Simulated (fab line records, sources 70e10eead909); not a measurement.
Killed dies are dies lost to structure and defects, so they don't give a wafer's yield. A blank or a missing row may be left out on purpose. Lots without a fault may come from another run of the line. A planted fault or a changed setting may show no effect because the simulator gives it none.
fab line records | flow nand_harc
record lots=15 wafers=42 last_day=34
route steps=1302 shown A_ZERO_WELL@405 A_ONON_D1@437 A_CHANNEL_HOLE_D1@462
lots that met no fault: from a run of the same line without faults
start_h: hours from the record's first day to the start of the lot's first wafer shown | wait_h: hours since the lot's step before | " the same as in the row above | L1.1+2: a row that stands for several wafers | - no value, or no start given | * or withheld: withheld | < > ~ a bound
route shown NAME@n: a module of which the file shows steps, and the number in the route of the first | usual: mean/standard deviation of fault-free wafers | same: alike in all rows | chamber/n: place in a boat | sites: the reading at each site | _std_site: their standard deviation | _edge_site: outer sites' mean less inner sites' | radius_mm: how far each site lies from the wafer's centre | mask NAME#n: copy n | behind: the tool/chamber that last shaped the wafer | hold: why the lot was held/for how many hours/how that ended | device: the transistor (n, p or np) that didn't switch | end of line: the same wafers' tests at the end of the route | a step without rows: its recipe alone | killed: dies lost to structure and defects at the first sort, not the wafer's yield | map: a wafer's dies, x killed, . not, _ none there
set.NAME: the setting as run; set.NAME@STEP: as run at that earlier step | model.NAME: the simulator's own value behind a step, which no gauge read
steps of the route over a sample of lots; a table a step, a row a wafer
services: from which hour (start_h, from the record's first day; less than 0 if before it) a tool's chamber was out of use, for how many hours, and why
## steps
# step NHARC_A_ZERO_WELL_ETCH_13
# recipe target_depth_a=1200 time_s=40.1 hbr_flow_sccm=150 cl2_flow_sccm=50 rf_w=400 icp_w=400 bias_w=100 chemistry=HBr/Cl2
# usual drypump_motor_current_A=5.7/0.36 oes_product_au=1.001/0.015 throttle_valve_pct=26.405/0.0093
# same time_s=40.1
# columns lot.wafer tool chamber start_h wait_h drypump_motor_current_A oes_product_au rf_hours_counter_h throttle_valve_pct
L334.1 rie_si-04 0 138.28 - 6.0 1.001 0.7 26.431
L334.2 " 3 " " 5.6 0.977 1.0 26.411
L334.6 " 1 " " 6.3 1.012 - 26.406
L335.2 rie_si-01 1 154.11 - 5.5 1.013 0.9 26.416
L335.1 " 3 " " 6.1 0.995 0.8 26.408
L335.6 " 1 " " 5.5 1.014 - 26.404
L341.5 rie_si-01 0 206.72 - 5.5 0.989 - 26.402
L341.6 " 1 " " 5.5 1.029 - 26.409
L342.3 rie_si-04 2 218.98 - 6.0 1.005 0.2 26.399
L342.5 " 0 " " 6.0 1.014 - 26.408
L345.2 rie_si-06 1 243.22 - 5.9 1.007 0.9 26.405
L345.5 " 2 " " 5.8 0.995 - 26.415
L347.2 rie_si-06 3 267.66 - 5.1 0.982 0.0 26.394
L347.1 " 0 " " 5.5 1.016 0.1 26.413
L347.5 " 3 " " 5.1 0.979 - 26.410
L348.1 rie_si-04 2 281.49 - 6.0 1.010 0.6 26.416
L348.3 " 0 " " 6.0 1.016 0.7 26.401
L348.4 " 1 " " 6.3 1.007 0.6 26.409
L349.1 rie_si-04 1 301.52 - 6.3 1.012 0.7 26.408
L349.6 " 3 " " 5.6 0.986 - 26.408
L349.5 " 0 " " 6.0 1.021 - 26.385
L350.3 rie_si-01 1 302.78 - 5.5 1.028 0.8 26.422
L350.1 " 2 " " 5.0 0.988 0.7 26.408
L350.5 " 1 " " 5.5 1.036 - 26.407
L351.4 rie_si-01 1 311.17 - 5.5 1.043 0.9 26.406
L351.5 " 0 " " 5.6 0.981 - 26.412
L351.6 " 1 " " 5.5 1.031 - 26.418
L353.2 rie_si-06 0 324.95 - 5.5 1.018 0.4 26.403
L353.5 " 0 " " 5.5 1.019 - 26.406
L353.6 " 1 " " 5.9 0.993 - 26.415
L352.1 rie_si-04 3 326.21 - 5.6 0.988 1.0 26.397
L352.3 " 0 " " 6.0 1.019 0.9 26.388
L352.5 " 3 " " 5.6 0.993 - 26.394
L354.2 rie_si-06 3 340.62 - 5.1 0.980 0.4 26.411
L354.3 " 2 " " 5.8 1.004 0.5 26.397
L354.5 " 3 " " 5.1 0.979 - 26.401
L355.1 rie_si-06 3 355.86 - 5.1 0.978 0.5 26.419
L355.4 " 1 " " 5.9 0.989 0.7 26.402
L355.6 " 0 " " 5.5 1.016 - 26.392
L356.1 rie_si-04 3 359.35 - 5.6 1.000 0.0 26.410
L356.4 " 2 " " 6.0 1.001 0.0 26.409
L356.6 " 3 " " 5.6 0.994 - 26.408
# step NHARC_A_ONON_D1_THK_MEAS_18
# recipe thk_meas_gauge=ellipsometry
# usual thk_nm=1000/8.6
# columns lot.wafer tool chamber start_h wait_h thk_nm
L334.1 film_metro-01 - 167.42 - 993
L334.2 " - " " 994
L334.6 " - " " 993
L335.1 film_metro-02 - 186.19 - 1000
L335.2 " - " " 1002
L335.6 " - " " 1001
L341.5 film_metro-01 - 241.43 - 1002
L341.6 " - " " 1003
L342.3 film_metro-02 - 251.88 - 998
L342.5 " - " " 999
L345.2 film_metro-02 - 272.32 - 1002
L345.5 " - " " 1003
L347.1 film_metro-02 - 305.69 - 985
L347.2 " - " " 985
L347.5 " - " " 986
L348.1 film_metro-02 - 321.67 - 1010
L348.3 " - " " 1010
L348.4 " - " " 1008
L350.1 film_metro-01 - 339.28 - 1004
L350.3 " - " " 1006
L350.5 " - " " 1006
L349.1 film_metro-02 - 339.28 - 980
L349.5 " - " " 979
L349.6 " - " " 979
L351.4 film_metro-01 - 343.88 - 1013
L351.5 " - " " 1014
L351.6 " - " " 1012
L352.1 film_metro-01 - 357.32 - 1007
L352.3 " - " " 1004
L352.5 " - " " 1006
L353.2 film_metro-02 - 357.32 - 1000
L353.5 " - " " 1003
L353.6 " - " " 1001
L354.2 film_metro-02 - 373.95 - 982
L354.3 " - " " 982
L354.5 " - " " 981
L355.1 film_metro-01 - 389.45 - 992
L355.4 " - " " 994
L355.6 " - " " 993
L356.1 film_metro-02 - 389.52 - 1003
L356.4 " - " " 1003
L356.6 " - " " 1004
# step NHARC_A_ONON_D1_DEP_25
# recipe target_thk_a=10000 n2_flow_sccm=2750 n2o_flow_sccm=2000 nh3_flow_sccm=500 sih4_flow_sccm=210 temp_c=400
# columns lot.wafer tool chamber start_h wait_h
L334.1+2+6 pecvd_onon-02 0 168.62 0.1
L335.1+2+6 pecvd_onon-04 0 187.37 0.1
L341.5+6 pecvd_onon-04 0 242.84 0.3
L342.3+5 pecvd_onon-04 0 253.18 0.2
L345.2+5 pecvd_onon-04 0 273.69 0.1
L347.1+2+5 pecvd_onon-02 0 306.87 0.1
L348.1+3+4 pecvd_onon-02 0 322.85 0.1
L350.1+3+5 pecvd_onon-01 0 340.47 0.1
L349.1+5+6 pecvd_onon-04 0 340.47 0.1
L351.4+5+6 pecvd_onon-04 0 345.24 0.2
L352.1+3+5 pecvd_onon-04 0 358.51 0.1
L353.2+5+6 pecvd_onon-01 0 358.60 0.1
L354.2+3+5 pecvd_onon-04 0 375.20 0.1
L355.1+4+6 pecvd_onon-01 0 390.64 0.1
L356.1+4+6 pecvd_onon-02 0 390.76 0.1
# step NHARC_A_ONON_D1_THK_MEAS_27
# recipe thk_meas_gauge=ellipsometry
# usual thk_nm=999/8.9
# columns lot.wafer tool chamber start_h wait_h thk_nm
L334.1 film_metro-02 - 169.13 - 999
L334.2 " - " " 998
L334.6 " - " " 1002
L335.1 film_metro-01 - 187.88 - 995
L335.2 " - " " 994
L335.6 " - " " 994
L341.5 film_metro-02 - 243.12 - 875
L341.6 " - " " 998
L342.3 film_metro-02 - 253.59 - 886
L342.5 " - " " 887
L345.2 film_metro-01 - 274.15 - 1001
L345.5 " - " " 882
L347.1 film_metro-02 - 307.39 - 988
L347.2 " - " " 989
L347.5 " - " " 987
L348.1 film_metro-02 - 323.37 - 997
L348.3 " - " " 995
L348.4 " - " " 995
L350.1 film_metro-02 - 340.98 - 1014
L350.3 " - " " 1016
L350.5 " - " " 1014
L349.1 film_metro-01 - 340.98 - 988
L349.5 " - " " 989
L349.6 " - " " 989
L351.4 film_metro-02 - 345.58 - 1008
L351.5 " - " " 1008
L351.6 " - " " 1007
L352.1 film_metro-02 - 359.02 - 996
L352.3 " - " " 997
L352.5 " - " " 995
L353.2 film_metro-01 - 359.06 - 1009
L353.5 " - " " 1009
L353.6 " - " " 1010
L354.2 film_metro-01 - 375.66 - 995
L354.3 " - " " 995
L354.5 " - " " 995
L355.1 film_metro-02 - 391.14 - 997
L355.4 " - " " 998
L355.6 " - " " 999
L356.1 film_metro-02 - 391.27 - 992
L356.4 " - " " 991
L356.6 " - " " 992
# step NHARC_A_CHANNEL_HOLE_D1_CD_MEAS_10
# recipe target_cd_nm=100 landing_energy_ev=500
# usual cd_nm=99.7/0.54
# columns lot.wafer tool chamber start_h wait_h cd_nm
L334.1 cd_sem-03 0 175.67 - 100.5
L334.2 " 0 " " 99.6
L334.6 " 0 " " 98.8
L335.1 cd_sem-03 0 195.60 - 99.7
L335.2 " 0 " " 99.1
L335.6 " 0 " " 98.9
L341.6 cd_sem-02 0 247.33 - 99.8
L345.2 cd_sem-01 0 280.95 - 99.2
L347.1 cd_sem-03 0 317.95 - 99.0
L347.2 " 0 " " 98.7
L347.5 " 0 " " 100.5
L348.1 cd_sem-01 0 327.19 - 99.1
L348.3 " 0 " " 99.3
L348.4 " 0 " " 100.3
L350.1 cd_sem-03 0 346.99 - 99.0
L350.3 " 0 " " 99.9
L350.5 " 0 " " 100.1
L349.1 cd_sem-03 0 347.20 - 99.4
L349.5 " 0 " " 98.6
L349.6 " 0 " " 99.8
L351.4 cd_sem-03 0 349.42 - 98.7
L351.5 " 0 " " 98.2
L351.6 " 0 " " 98.7
L352.1 cd_sem-02 0 362.83 - 100.7
L352.3 " 0 " " 99.5
L352.5 " 0 " " 100.1
L353.2 cd_sem-01 0 363.53 - 100.0
L353.5 " 0 " " 99.9
L353.6 " 0 " " 100.0
L354.2 cd_sem-03 0 379.71 - 99.3
L354.3 " 0 " " 99.1
L354.5 " 0 " " 99.6
L355.1 cd_sem-03 0 397.70 - 99.4
L355.4 " 0 " " 99.7
L355.6 " 0 " " 100.7
L356.1 cd_sem-02 0 398.26 - 99.4
L356.4 " 0 " " 100.4
L356.6 " 0 " " 100.9
## services
# columns tool chamber start_h hours kind
pecvd_onon-04 - 130.30 13.0 pm
rie_si-04 3 144.96 4.4 repair
rie_si-04 - 165.00 9.0 pm
rie_si-04 0 165.00 9.0 vent_cycle
rie_si-04 1 165.00 9.0 vent_cycle
rie_si-04 2 165.00 9.0 vent_cycle
rie_si-04 3 165.00 9.0 vent_cycle
rie_si-04 0 174.00 - clean
rie_si-04 1 174.00 - clean
rie_si-04 2 174.00 - clean
pecvd_onon-02 - 185.00 13.0 pm
rie_si-01 - 193.00 9.0 pm
rie_si-01 0 218.09 2.7 repair
rie_si-04 2 235.42 3.1 repair
rie_si-06 - 249.00 9.0 pm
pecvd_onon-01 - 269.31 13.0 pm
rie_si-01 3 275.33 7.9 repair
rie_si-06 - 283.78 0.6 repair
rie_si-01 1 299.88 1.5 repair
pecvd_onon-04 - 311.30 13.0 pm
rie_si-04 - 342.00 9.0 pm
rie_si-01 - 364.01 1.4 repair
pecvd_onon-02 - 366.00 13.0 pm
rie_si-01 - 370.00 9.0 pm
## key
first_sign step=NHARC_A_ONON_D1_THK_MEAS_27 reading=thk_nm direction=down sigmas=13 usual=999 struck=882
effect none on later readings
met_at NHARC_A_ONON_D1_DEP_25
struck_lots L341,L342,L345
struck_wafers L341.5,L342.3,L342.5,L345.5
later_rows_left_out L341.5,L342.3,L342.5,L345.5
sort_left_out L341.5,L342.3,L342.5,L345.5
tester_left_out L341,L342,L345
not_acting_at NHARC_A_ZERO_WELL_ETCH_13,NHARC_A_ONON_D1_THK_MEAS_18,NHARC_A_CHANNEL_HOLE_D1_CD_MEAS_10
onset_between 187.37 242.84
fault kind=process_parameter_drift tool=pecvd_onon-04 chamber=- onset_h=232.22 steps=NHARC_A_ONON_D1_DEP_25 channel=target_thk_a offset=* shape=step end_h=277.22 scope=struck_wafers_only acts_in=* stated=*
# tester_left_out: of these lots the tester's yield and bins aren't shown, on N5 and GAA mostly nor the transistor test; their killed dies are dies lost to structure and defects alone, not to doping, threshold or leakage, so they don't give the yield
# sort_left_out: the simulated sort isn't trusted on such a fault, so these wafers' sort isn't shown, and their yield isn't known
# later_rows_left_out: the simulator's readings of these wafers behind a module that went badly wrong aren't trusted and aren't shown, but for the sort
